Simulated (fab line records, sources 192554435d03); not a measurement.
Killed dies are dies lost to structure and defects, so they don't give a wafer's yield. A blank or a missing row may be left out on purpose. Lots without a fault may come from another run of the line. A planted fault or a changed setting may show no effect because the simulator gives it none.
Chamber matching | flow n5_finfet | N5_BEOL_M11_DEP_56 on pecvd-04: 3 sister chambers
The step deposits SiCN from 3MS/NH3, target thk 30 nm, time 10.5 s. 3 wafers are shown with their chamber, then 9 later ones without.

WAFERS WITH THEIR CHAMBER
wafer  | chamber | throttle_valve_pct (%)
L087.3 | 1       | 19.9
L087.5 | 0       | 16.8
L087.6 | 2       | 17.8

WAFERS WITHOUT THEIR CHAMBER
wafer  | throttle_valve_pct (%)
L090.1 | 17.0
L090.4 | 17.8
L090.6 | 19.9
L091.1 | 19.9
L091.3 | 17.9
L091.5 | 18.0
L093.2 | 17.7
L093.3 | 17.1
L093.4 | 17.9

WHICH CHAMBER EACH WENT THROUGH
wafer  | from the rows above | in truth
L090.1 | 0                   | 0
L090.4 | 2                   | 2
L090.6 | 1                   | 1
L091.1 | 1                   | 1
L091.3 | 2                   | 2
L091.5 | 2                   | 2
L093.2 | 2                   | 2
L093.3 | 0                   | 0
L093.4 | 2                   | 2
Placed correctly: 9 of 9. Can't be placed from these rows: 0. Placed wrongly: 0.
How it was worked out, from the rows above alone: a wafer's distance from a chamber is the root of the sum, over the readings, of the square of ((its reading less the chamber's mean) divided by the reading's scatter). The wafer belongs to the nearest chamber; if the next one is less than 2 further off, it can't be placed. A chamber's mean is the mean of its shown wafers. The scatter: with one shown wafer a chamber, the root of the mean of the squares of how far each hidden wafer lies from its nearest shown one.
